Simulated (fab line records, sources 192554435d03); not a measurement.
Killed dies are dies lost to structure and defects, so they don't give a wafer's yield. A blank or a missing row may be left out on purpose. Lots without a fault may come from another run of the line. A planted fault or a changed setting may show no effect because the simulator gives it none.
One fault seen from 3 desks | flow n5_finfet | each desk has only its own numbers; what lay behind them comes last

THE METROLOGY DESK
What the gauges read, lot by lot, whatever tool the lot ran on: means of the sampled wafers that have a number. A lot is out of limits, marked OUT, if its mean lies more than 4 standard deviations from the usual mean; the brackets give that distance. Of its 10 readings 7 are shown: those that lie furthest out on some lot.
Columns: A = DIBL_N at N5_BEOL_M4_RC_MEAS_101, usual 37.0 mV/V; B = DIBL_P at N5_BEOL_M4_RC_MEAS_101, usual 36.7 mV/V; C = IOFF_N at N5_BEOL_M4_RC_MEAS_101, usual 0.17 nA/um; D = IOFF_P at N5_BEOL_M4_RC_MEAS_101, usual 0.22 nA/um; E = ION_N at N5_BEOL_M4_RC_MEAS_101, usual 672 uA/um; F = VT_N at N5_BEOL_M4_RC_MEAS_101, usual 250 mV; G = VT_P at N5_BEOL_M4_RC_MEAS_101, usual -250 mV
lot  | first seen here | A    | B    | C    | D    | E   | F   | G
L845 | day 10 00:10    | 36.6 | 36.2 | 0.16 | 0.21 | 673 | 250 | -251
L848 | day 10 21:34    | 37.9 | 37.1 | 0.19 | 0.27 | 683 | 246 | -244
L850 | day 11 13:15    | 35.1 | 34.0 | 0.13 | 0.17 | 658 | 253 | -255
L855 | day 13 09:18    | 39.6 | 39.7 | 0.23 | 0.27 | 691 | 245 | -248
This desk's finding: nothing out of limits on any of the 4 lots.

THE TOOL OWNER'S DESK: wet_bench-02
The tool's own readings at N5_STI_FIN_REVEAL_PRECLEAN_26 (cleans in SC1, time 45 s): means of the sampled wafers that have a number, for each lot that ran on this tool. A lot is out of limits, marked OUT, if its mean lies more than 4 standard deviations from the usual mean; the brackets give that distance.
Columns: A = h2o2_flow_mL_min at N5_STI_FIN_REVEAL_PRECLEAN_26, usual 29.14
lot  | first seen here | A
L845 | day 4 09:31     | 29.17
L850 | day 5 21:45     | 29.19
L855 | day 6 22:29     | 29.20
This desk's finding: nothing out of limits on any of the 3 lots.

THE DEFECT DESK
What the inspections along the route counted, lot by lot: means of the sampled wafers that have a number. A lot is out of limits, marked OUT, if its mean lies more than 4 standard deviations from the usual mean; the brackets give that distance.
Columns: A = raw_defect_count at N5_STI_FIN_REVEAL_INSPECT_13, usual 12
lot  | first seen here | A
L845 | day 4 12:25     | 5
L848 | day 5 13:35     | 17
L850 | day 6 00:56     | 402 (+72) OUT
L855 | day 7 01:20     | 408 (+73) OUT
This desk's finding: out of limits on L850, L855; first on L850, day 6 00:56 (raw_defect_count at N5_STI_FIN_REVEAL_INSPECT_13). In limits: L845, L848.

PUT TOGETHER
The defect desk could have raised an alarm at day 6 00:56, on L850, L855.
The metrology desk saw nothing out of limits.
The tool owner's desk saw nothing out of limits.
The metrology desk has L850, L855 on record, within its limits.
The tool owner's desk has L850, L855 on record, within its limits.
Of the lots named, all ran N5_STI_FIN_REVEAL_PRECLEAN_26 on wet_bench-02.

WHAT THE SIMULATOR HAD PUT IN
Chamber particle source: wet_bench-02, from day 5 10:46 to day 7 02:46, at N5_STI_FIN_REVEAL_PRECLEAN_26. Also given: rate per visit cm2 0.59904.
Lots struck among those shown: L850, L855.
Hours from the fault's start to each desk's first reading out of limits: the defect desk, 14.
